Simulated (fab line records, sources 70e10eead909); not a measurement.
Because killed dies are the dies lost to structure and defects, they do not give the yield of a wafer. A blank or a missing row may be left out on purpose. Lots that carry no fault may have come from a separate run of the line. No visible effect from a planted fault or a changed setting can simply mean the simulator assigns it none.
Chamber matching || flow nand-harc || NHARC_A_CHANNEL_HOLE_D1_ETCH_44 on rie-diel-03: 3 sister chambers
The step etches the open film in CF4/O2, target depth 140 nm, overetch 14 nm, time 77 s. 14 wafers are shown with their chamber, then 5 later ones without.

== WAFERS WITH THEIR CHAMBER ==
{"wafer": "L663.3", "chamber": 3, "showerhead-plenum-p-Torr (Torr)": 1.37, "drypump-motor-current-A (A)": 6.4, "rf-vpp-V (V)": 197.3}
{"wafer": "L663.4", "chamber": 1, "showerhead-plenum-p-Torr (Torr)": 1.42, "drypump-motor-current-A (A)": 5.4, "rf-vpp-V (V)": 199.7}
{"wafer": "L663.5", "chamber": 2, "showerhead-plenum-p-Torr (Torr)": 1.30, "drypump-motor-current-A (A)": 5.5, "rf-vpp-V (V)": 198.1}
{"wafer": "L669.3", "chamber": 3, "showerhead-plenum-p-Torr (Torr)": 1.37, "drypump-motor-current-A (A)": 6.4, "rf-vpp-V (V)": 199.3}
{"wafer": "L669.4", "chamber": 2, "showerhead-plenum-p-Torr (Torr)": 1.30, "drypump-motor-current-A (A)": 5.6, "rf-vpp-V (V)": 197.9}
{"wafer": "L669.6", "chamber": 3, "showerhead-plenum-p-Torr (Torr)": 1.37, "drypump-motor-current-A (A)": 6.4, "rf-vpp-V (V)": 198.6}
{"wafer": "L668.2", "chamber": 2, "showerhead-plenum-p-Torr (Torr)": 1.30, "drypump-motor-current-A (A)": 5.5, "rf-vpp-V (V)": 197.5}
{"wafer": "L668.3", "chamber": 1, "showerhead-plenum-p-Torr (Torr)": 1.42, "drypump-motor-current-A (A)": 5.4, "rf-vpp-V (V)": 199.8}
{"wafer": "L668.4", "chamber": 3, "showerhead-plenum-p-Torr (Torr)": 1.37, "drypump-motor-current-A (A)": 6.4, "rf-vpp-V (V)": 198.3}
{"wafer": "L677.3", "chamber": 3, "showerhead-plenum-p-Torr (Torr)": 1.37, "drypump-motor-current-A (A)": 6.4, "rf-vpp-V (V)": 197.3}
{"wafer": "L677.4", "chamber": 1, "showerhead-plenum-p-Torr (Torr)": 1.42, "drypump-motor-current-A (A)": 5.4, "rf-vpp-V (V)": 199.7}
{"wafer": "L677.5", "chamber": 1, "showerhead-plenum-p-Torr (Torr)": 1.42, "drypump-motor-current-A (A)": 5.4, "rf-vpp-V (V)": 199.9}
{"wafer": "L679.1", "chamber": 2, "showerhead-plenum-p-Torr (Torr)": 1.29, "drypump-motor-current-A (A)": 5.5, "rf-vpp-V (V)": 197.4}
{"wafer": "L679.3", "chamber": 3, "showerhead-plenum-p-Torr (Torr)": 1.37, "drypump-motor-current-A (A)": 6.4, "rf-vpp-V (V)": 200.0}

SIGNATURES, as means of the wafers listed above
{"reading": "showerhead-plenum-p-Torr", "chamber 1": 1.4200, "chamber 2": 1.2975, "chamber 3": 1.3700, "scatter within a chamber": 0.00261}
{"reading": "drypump-motor-current-A", "chamber 1": 5.400, "chamber 2": 5.525, "chamber 3": 6.400, "scatter within a chamber": 0.0261}
{"reading": "rf-vpp-V", "chamber 1": 199.775, "chamber 2": 197.725, "chamber 3": 198.467, "scatter within a chamber": 0.749}
Rule: a wafer's distance from a chamber is the root of the sum, over the readings, of the square of ((its reading less the chamber's mean) divided by the reading's scatter). If the next closest chamber is less than 2 further off than the closest, the wafer can't be placed; otherwise it belongs to the closest. The scatter is the square root of a quotient: the sum, over the shown wafers, of each reading's squared deviation from its chamber's mean, divided by wafers minus chambers.

== WAFERS WITH NO CHAMBER GIVEN ==
{"wafer": "L680.1", "showerhead-plenum-p-Torr (Torr)": 1.37, "drypump-motor-current-A (A)": 6.4, "rf-vpp-V (V)": 197.5}
{"wafer": "L680.4", "showerhead-plenum-p-Torr (Torr)": 1.42, "drypump-motor-current-A (A)": 5.4, "rf-vpp-V (V)": 199.3}
{"wafer": "L680.5", "showerhead-plenum-p-Torr (Torr)": 1.29, "drypump-motor-current-A (A)": 5.5, "rf-vpp-V (V)": 196.1}
{"wafer": "L681.2", "showerhead-plenum-p-Torr (Torr)": 1.29, "drypump-motor-current-A (A)": 5.5, "rf-vpp-V (V)": 196.9}
{"wafer": "L681.5", "showerhead-plenum-p-Torr (Torr)": 1.29, "drypump-motor-current-A (A)": 5.5, "rf-vpp-V (V)": 196.0}

== WHICH CHAMBER EACH WENT THROUGH ==
{"wafer": "L680.1", "from the rows above": 3, "in truth": 3}
{"wafer": "L680.4", "from the rows above": 1, "in truth": 1}
{"wafer": "L680.5", "from the rows above": 2, "in truth": 2}
{"wafer": "L681.2", "from the rows above": 2, "in truth": 2}
{"wafer": "L681.5", "from the rows above": 2, "in truth": 2}
Correct placement for 5 of the 5. Can't be placed from these rows: 0. 0 placed wrongly.
